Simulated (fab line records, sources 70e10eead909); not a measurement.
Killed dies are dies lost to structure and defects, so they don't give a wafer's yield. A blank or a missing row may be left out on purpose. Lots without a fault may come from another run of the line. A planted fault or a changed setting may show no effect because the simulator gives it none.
fab line records | flow nand_harc
record lots=15 wafers=45 last_day=24
route steps=1159 shown A_STAIRCASE@530
lots that met no fault: from a run of the same line without faults
start_h: hours from the record's first day to the start of the lot's first wafer shown | wait_h: hours since the lot's step before | " the same as in the row above | L1.1+2: a row that stands for several wafers | - no value, or no start given | * or withheld: withheld | < > ~ a bound
route shown NAME@n: a module of which the file shows steps, and the number in the route of the first | usual: mean/standard deviation of fault-free wafers | same: alike in all rows | chamber/n: place in a boat | sites: the reading at each site | _std_site: their standard deviation | _edge_site: outer sites' mean less inner sites' | radius_mm: how far each site lies from the wafer's centre | mask NAME#n: copy n | behind: the tool/chamber that last shaped the wafer | hold: why the lot was held/for how many hours/how that ended | device: the transistor (n, p or np) that didn't switch | end of line: the same wafers' tests at the end of the route | a step without rows: its recipe alone | killed: dies lost to structure and defects at the first sort, not the wafer's yield | map: a wafer's dies, x killed, . not, _ none there
set.NAME: the setting as run; set.NAME@STEP: as run at that earlier step | model.NAME: the simulator's own value behind a step, which no gauge read
steps of the route over a sample of lots; a table a step, a row a wafer
services: from which hour (start_h, from the record's first day; less than 0 if before it) a tool's chamber was out of use, for how many hours, and why
## steps
# step NHARC_A_STAIRCASE_DESCUM_168
# recipe time_s=3 o2_flow_sccm=200 ar_flow_sccm=0 bias_power_w=0 chemistry=O2
# usual drypump_motor_current_A=5.8/0.52 oes_product_au=1.000/0.0075 rf_vpp_V=57.9/0.94 showerhead_plenum_p_Torr=1.94/0.094 throttle_valve_pct=11.311/0.0089
# columns lot.wafer tool chamber start_h wait_h drypump_motor_current_A oes_product_au rf_hours_counter_h rf_vpp_V showerhead_plenum_p_Torr throttle_valve_pct
L116.4 rie_diel-08 2 232.55 - 6.3 1.003 43 57.0 1.80 11.301
L116.1 " 3 " " 6.3 1.002 32 57.6 1.98 11.329
L116.6 " 1 " " 6.5 1.014 - 59.1 1.97 11.309
L117.4 rie_diel-07 3 247.46 - 5.7 1.013 2 57.5 1.80 11.312
L117.6 " 1 " " 4.8 0.994 - 58.8 1.95 11.293
L117.5 " 2 " " 5.0 0.998 - 57.5 1.93 11.296
L118.3 rie_diel-02 0 255.85 - 5.7 1.004 34 58.1 2.07 11.312
L118.1 " 1 " " 5.2 1.009 35 58.2 1.97 11.314
L118.6 " 3 " " 5.4 1.000 - 57.5 1.78 11.323
L120.2 rie_diel-08 3 266.22 - 6.3 1.002 47 58.2 1.97 11.323
L120.4 " 0 " " 5.9 1.004 54 58.7 1.99 11.311
L120.6 " 2 " " 6.3 1.010 - 57.1 1.79 11.308
L123.1 rie_diel-02 3 270.29 - 5.4 0.987 42 57.5 1.77 11.326
L123.6 " 0 " " 5.7 1.001 - 58.1 2.06 11.331
L123.4 " 1 " " 5.2 0.981 - 58.3 1.97 11.313
L125.4 rie_diel-07 2 280.29 - 5.1 1.007 16 58.6 1.93 11.327
L125.3 " 3 " " 5.8 1.002 15 57.2 1.80 11.316
L125.5 " 3 " " 5.8 0.996 - 57.7 1.79 11.318
L128.2 rie_diel-02 3 309.34 - 5.4 0.998 56 57.7 1.77 11.313
L128.4 " 0 " " 5.7 0.994 58 58.5 2.06 11.297
L128.1 " 2 " " 6.2 0.994 45 58.8 1.93 11.306
L129.3 rie_diel-02 1 309.51 - 5.3 1.003 58 57.6 1.97 11.316
L129.2 " 2 " " 6.3 1.000 45 58.7 1.93 11.314
L129.6 " 1 " " 5.3 0.999 - 58.1 1.97 11.323
L132.4 rie_diel-02 2 322.66 - 6.3 1.004 50 59.1 1.93 11.302
L132.1 " 3 " " 5.4 1.000 61 57.9 1.77 11.298
L132.6 " 2 " " 6.3 1.001 - 57.2 1.93 11.322
L131.4 rie_diel-02 2 322.83 - 6.3 1.008 50 58.3 1.93 11.321
L131.2 " 1 " " 5.3 1.006 62 59.0 1.96 11.293
L131.5 " 2 " " 6.3 0.989 - 58.5 1.93 11.329
L133.1 rie_diel-08 2 333.97 - 6.3 0.995 12 57.6 1.79 11.309
L133.3 " 1 " " 6.4 1.006 10 56.9 1.96 11.304
L133.6 " 2 " " 6.3 0.996 - 57.8 1.79 11.309
L135.2 rie_diel-02 1 344.68 - 5.3 0.994 2 59.0 1.96 11.304
L135.3 " 2 " " 6.2 1.006 2 59.2 1.93 11.312
L135.6 " 0 " " 5.7 0.991 - 59.4 2.05 11.315
L136.3 rie_diel-02 3 352.89 - 5.4 1.005 3 59.2 2.07 11.302
L136.5 " 0 " " 5.7 1.000 - 57.3 2.05 11.313
L136.6 " 1 " " 5.2 1.002 - 57.8 1.96 11.319
L137.2 rie_diel-02 2 356.65 - 6.3 0.991 5 56.1 1.93 11.302
L137.3 " 0 " " 5.7 0.994 6 58.8 2.05 11.322
L137.5 " 1 " " 5.2 0.994 - 58.5 1.96 11.329
L138.4 rie_diel-07 3 363.54 - 5.8 1.001 46 56.7 1.79 11.302
L138.2 " 0 " " 4.7 1.008 44 58.4 2.06 11.312
L138.1 " 1 " " 4.8 0.998 47 59.0 1.93 11.310
# step NHARC_A_STAIRCASE_ETCH_170
# recipe target_depth_a=2000 time_s=66.667 ion_energy_ev=250 c4f6_flow_sccm=25 o2_flow_sccm=20 ar_flow_sccm=500 rf_w=600 bias_w=500 chemistry=C4F6/O2
# usual drypump_motor_current_A=5.8/0.52 oes_product_au=0.969/0.013 rf_vpp_V=548/3.7 showerhead_plenum_p_Torr=3.97/0.18 throttle_valve_pct=26.904/0.0084
# columns lot.wafer tool chamber start_h wait_h drypump_motor_current_A oes_product_au rf_hours_counter_h rf_vpp_V showerhead_plenum_p_Torr throttle_valve_pct
L116.1 rie_diel-08 0 - - 6.0 0.961 40 550 4.07 26.903
L116.4 " 2 " " 6.3 0.951 43 544 3.71 26.904
L116.6 " 0 " " 6.0 0.951 - 550 4.07 26.901
L117.4 rie_diel-07 2 - - 5.1 0.964 2 548 3.96 26.906
L117.6 " 3 " " 5.8 0.968 - 543 3.71 26.901
L117.5 " 0 " " 4.8 0.981 - 552 4.23 26.905
L118.3 rie_diel-02 0 - - 5.7 0.960 35 551 4.21 26.912
L118.1 " 1 " " 5.3 0.960 35 550 4.03 26.897
L118.6 " 0 " " 5.7 0.968 - 553 4.21 26.891
L120.2 rie_diel-08 2 - - 6.3 0.974 56 541 3.70 26.893
L120.4 " 0 " " 6.0 0.976 54 550 4.06 26.909
L120.6 " 2 " " 6.3 0.965 - 543 3.70 26.915
L123.1 rie_diel-02 1 - - 5.3 0.970 42 548 4.03 26.901
L123.4 " 1 " " 5.3 0.972 - 549 4.03 26.909
L123.6 " 0 " " 5.8 0.965 - 551 4.20 26.910
L125.3 rie_diel-07 2 - - 5.1 0.970 16 548 3.95 26.904
L125.4 " 3 " " 5.8 0.959 16 542 3.70 26.897
L125.5 " 1 " " 4.8 0.975 - 548 3.98 26.917
L128.4 rie_diel-02 0 - - 5.7 0.952 58 551 4.19 26.900
L128.2 " 1 " " 5.3 0.956 58 549 4.02 26.907
L128.1 " 2 " " 6.3 0.950 45 547 3.96 26.903
L129.3 rie_diel-02 3 - - 5.4 0.954 57 541 3.66 26.900
L129.2 " 0 " " 5.7 0.950 58 553 4.19 26.903
L129.6 " 3 " " 5.4 0.947 - 541 3.66 26.909
L132.1 rie_diel-02 0 - - 5.7 0.988 63 551 4.19 26.919
L132.4 " 2 " " 6.3 0.981 50 547 3.96 26.907
L132.6 " 0 " " 5.7 0.985 - 552 4.19 26.897
L131.2 rie_diel-02 3 - - 5.4 0.945 61 541 3.65 26.914
L131.4 " 2 " " 6.3 0.966 50 546 3.96 26.902
L131.5 " 3 " " 5.4 0.957 - 541 3.65 26.892
L133.1 rie_diel-08 1 - - 6.4 0.974 11 549 4.01 26.909
L133.3 " 2 " " 6.3 0.986 13 543 3.68 26.909
L133.6 " 2 " " 6.3 0.981 - 543 3.68 26.907
L135.2 rie_diel-02 2 - - 6.2 0.970 2 548 3.96 26.919
L135.3 " 3 " " 5.4 0.973 1 553 4.23 26.891
L135.6 " 1 " " 5.3 0.966 - 549 4.02 26.894
L136.3 rie_diel-02 0 - - 5.7 0.960 4 552 4.18 26.914
L136.6 " 0 " " 5.7 0.962 - 551 4.18 26.899
L136.5 " 1 " " 5.3 0.967 - 550 4.01 26.910
L137.3 rie_diel-02 1 - - 5.3 0.970 6 549 4.01 26.904
L137.2 " 2 " " 6.3 0.972 5 548 3.95 26.900
L137.5 " 2 " " 6.3 0.981 - 548 3.95 26.903
L138.4 rie_diel-07 1 - - 4.8 0.973 47 548 3.96 26.913
L138.1 " 2 " " 5.1 0.972 49 547 3.93 26.905
L138.2 " 3 " " 5.8 0.968 46 543 3.68 26.911
# step NHARC_A_STAIRCASE_DEVELOP_08
# recipe time_s=140
# usual chill_plate_temp_C=23.00/0.097 exhaust_pa=45.0/0.81
# columns lot.wafer tool chamber start_h wait_h chill_plate_temp_C exhaust_pa
L116.1 litho_track-07 0 233 - 23.06 45.7
L116.4 " 0 " " 22.96 44.4
L116.6 " 0 " " 23.02 44.2
L117.4 litho_track-02 0 249 - 23.07 44.4
L117.5 " 0 " " 23.23 43.3
L117.6 " 0 " " 23.09 44.5
L118.1 litho_track-05 0 257 - 23.01 44.4
L118.3 " 0 " " 22.89 46.3
L118.6 " 0 " " 22.94 45.0
L120.2 litho_track-05 - 267 - - -
L120.4 " - " " - -
L120.6 " - " " - -
L123.1 litho_track-02 - 271 - - -
L123.4 " - " " - -
L123.6 " - " " - -
L125.3 litho_track-02 - 282 - - -
L125.4 " - " " - -
L125.5 " - " " - -
L128.1 litho_track-05 0 310 - 23.00 44.8
L128.2 " 0 " " 22.93 45.3
L128.4 " 0 " " 22.82 44.9
L129.2 litho_track-02 0 310 - 23.11 44.6
L129.3 " 0 " " 23.04 45.3
L129.6 " 0 " " 23.16 44.8
L132.1 litho_track-07 0 324 - 23.01 45.9
L132.4 " 0 " " 23.10 45.3
L132.6 " 0 " " 23.04 44.9
L131.2 litho_track-02 0 324 - 23.07 45.0
L131.4 " 0 " " 22.97 45.7
L131.5 " 0 " " 22.94 45.6
L133.1 litho_track-05 0 335 - 22.93 44.6
L133.3 " 0 " " 23.00 46.4
L133.6 " 0 " " 23.09 45.4
L135.2 litho_track-07 0 346 - 22.98 45.1
L135.3 " 0 " " 22.84 45.7
L135.6 " 0 " " 22.90 45.8
L136.3 litho_track-02 0 354 - 23.00 45.5
L136.5 " 0 " " 23.15 45.1
L136.6 " 0 " " 23.10 44.1
L137.2 litho_track-05 0 358 - 22.94 44.8
L137.3 " 0 " " 23.00 43.7
L137.5 " 0 " " 22.98 45.0
L138.1 litho_track-05 0 365 - 22.98 45.1
L138.2 " 0 " " 22.90 43.7
L138.4 " 0 " " 22.98 44.8
# step NHARC_A_STAIRCASE_ETCH_17
# recipe target_depth_a=1000 time_s=40.5 ion_energy_ev=400 c4f8_flow_sccm=20 o2_flow_sccm=10 ar_flow_sccm=withheld rf_w=600 bias_w=1000 chemistry=C4F8/O2
# usual oes_product_au=0.939/0.0079 rf_vpp_V=897/6.1
# columns lot.wafer tool chamber start_h wait_h oes_product_au rf_hours_counter_h rf_vpp_V
L116.4 rie_diel-02 3 - - 0.923 30 887
L116.1 " 2 " " 0.942 30 897
L116.6 " 3 " " 0.933 - 887
L117.4 rie_diel-07 1 - - 0.925 3 899
L117.5 " 1 " " 0.947 - 898
L117.6 " 2 " " 0.937 - 898
L118.3 rie_diel-02 1 - - 0.937 36 899
L118.1 " 3 " " 0.935 36 887
L118.6 " 0 " " 0.942 - 905
L120.2 rie_diel-08 1 - - 0.953 37 900
L120.4 " 2 " " 0.948 57 888
L120.6 " 3 " " 0.961 - 901
L123.4 rie_diel-08 3 - - 0.941 50 900
L123.1 " 0 " " 0.931 56 900
L123.6 " 3 " " 0.933 - 899
L125.4 rie_diel-08 0 - - 0.931 60 900
L125.3 " 1 " " 0.953 42 901
L125.5 " 3 " " 0.938 - 899
L128.2 rie_diel-08 2 - - 0.939 1 888
L128.4 " 0 " " 0.943 1 901
L128.1 " 1 " " 0.941 1 898
L129.2 rie_diel-08 1 - - 0.937 1 898
L129.3 " 3 " " 0.939 1 899
L129.6 " 1 " " 0.932 - 898
L132.4 rie_diel-07 3 - - 0.950 30 889
L132.1 " 0 " " 0.944 31 906
L132.6 " 2 " " 0.934 - 896
L131.2 rie_diel-08 0 - - 0.941 5 900
L131.4 " 3 " " 0.936 6 901
L131.5 " 0 " " 0.942 - 901
L133.1 rie_diel-07 3 - - 0.940 38 888
L133.3 " 1 " " 0.938 40 896
L133.6 " 0 " " 0.941 - 905
L135.2 rie_diel-02 3 - - 0.956 1 907
L135.3 " 0 " " 0.932 2 905
L135.6 " 1 " " 0.934 - 898
L136.3 rie_diel-07 2 - - 0.932 45 896
L136.5 " 3 " " 0.945 - 889
L136.6 " 0 " " 0.951 - 903
L137.2 rie_diel-07 2 - - 0.936 47 896
L137.3 " 3 " " 0.956 44 887
L137.5 " 2 " " 0.940 - 896
L138.2 rie_diel-02 0 - - 0.931 9 905
L138.4 " 1 " " 0.936 9 899
L138.1 " 2 " " 0.927 9 895
## services
# columns tool chamber start_h hours kind
rie_diel-02 0 208.81 - clean
rie_diel-02 1 208.81 - clean
rie_diel-02 2 208.81 - clean
rie_diel-02 3 208.81 - clean
rie_diel-07 - 228.33 9.0 pm
rie_diel-02 0 233.31 - clean
rie_diel-02 1 233.31 - clean
rie_diel-02 2 233.31 - clean
rie_diel-02 3 233.31 - clean
litho_track-05 - 237.01 7.0 pm
rie_diel-02 2 253.28 25.0 repair
rie_diel-02 0 257.81 - clean
rie_diel-02 1 257.81 - clean
rie_diel-02 3 257.81 - clean
rie_diel-02 0 282.41 - clean
rie_diel-02 1 282.41 - clean
rie_diel-02 2 282.41 - clean
rie_diel-02 3 282.41 - clean
rie_diel-08 - 301.80 9.0 pm
rie_diel-02 0 306.93 - clean
rie_diel-02 1 306.93 - clean
rie_diel-02 3 338.36 6.1 repair
litho_track-02 - 340.00 7.0 pm
litho_track-07 - 364.00 7.0 pm
## key
first_sign step=NHARC_A_STAIRCASE_DEVELOP_08 reading=tool_record direction=missing
effect none on later readings
met_at NHARC_A_STAIRCASE_DEVELOP_08
struck_lots L120,L123,L125
later_rows_left_out L120.2,L120.4,L120.6,L123.1,L123.4,L123.6,L125.3,L125.4,L125.5
sort_left_out L120.2,L120.4,L120.6,L123.1,L123.4,L123.6,L125.3,L125.4,L125.5
tester_left_out L120,L123,L125
not_acting_at NHARC_A_STAIRCASE_DESCUM_168,NHARC_A_STAIRCASE_ETCH_170,NHARC_A_STAIRCASE_ETCH_17
onset_between 257 267
fault kind=skipped_step_whole tool=litho_track-02,litho_track-05 chamber=- onset_h=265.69 steps=NHARC_A_STAIRCASE_DEVELOP_08 scope=struck_lots_only
# tester_left_out: of these lots the tester's yield and bins aren't shown, on N5 and GAA mostly nor the transistor test; their killed dies are dies lost to structure and defects alone, not to doping, threshold or leakage, so they don't give the yield
# sort_left_out: the simulated sort isn't trusted on such a fault, so these wafers' sort isn't shown, and their yield isn't known
# later_rows_left_out: the simulator's readings of these wafers behind a module that went badly wrong aren't trusted and aren't shown, but for the sort
